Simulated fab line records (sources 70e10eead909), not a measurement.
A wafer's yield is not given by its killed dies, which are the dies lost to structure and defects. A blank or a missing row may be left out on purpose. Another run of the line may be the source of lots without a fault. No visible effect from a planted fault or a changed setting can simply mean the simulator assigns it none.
Matching of chambers	flow nand harc	cmp-04 running NHARC_A_CONTACT_CMP_20: 4 sister chambers
The step polishes, t overpolish 30 s, target thk 300 nm. 4 wafers are shown with their chamber, then 12 later ones without.

== WAFERS PAIRED WITH THEIR CHAMBERS ==
wafer	chamber	motor current A (A)
L085.6	2	10.3
L088.3	3	12.8
L089.5	1	11.3
L089.6	0	12.7

== WAFERS WITHOUT THEIR CHAMBER ==
wafer	motor current A (A)
L091.1	10.6
L091.3	12.5
L091.6	11.2
L090.1	12.3
L090.3	11.4
L090.5	10.7
L092.3	12.2
L092.4	13.0
L092.6	11.6
L096.2	12.3
L096.3	12.5
L096.5	12.1

== WHICH CHAMBER EACH WENT THROUGH ==
wafer	from the rows above	in truth
L091.1	can't be placed: 2 or 1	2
L091.3	can't be placed: 0 or 3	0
L091.6	1	1
L090.1	can't be placed: 0 or 3 or 1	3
L090.3	1	1
L090.5	can't be placed: 2 or 1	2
L092.3	can't be placed: 0 or 3 or 1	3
L092.4	can't be placed: 3 or 0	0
L092.6	1	1
L096.2	can't be placed: 0 or 3 or 1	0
L096.3	can't be placed: 0 or 3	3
L096.5	can't be placed: 0 or 3 or 1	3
3 of 12 placed correctly. From these rows, 9 cannot be placed; in 9 the true chamber is one of the candidates. Placed wrongly: 0.
How it was worked out, from the rows above alone: a wafer's distance from a chamber is the root of the sum, over the readings, of the square of ((its reading less the chamber's mean) divided by the reading's scatter). If the next closest chamber is less than 2 further off than the closest, the wafer can't be placed; otherwise it belongs to the closest. For every chamber, the mean is computed from those of its wafers that are shown. The scatter (one wafer shown for each chamber): square how far every hidden wafer sits from the nearest shown wafer, average those squares and take the square root.
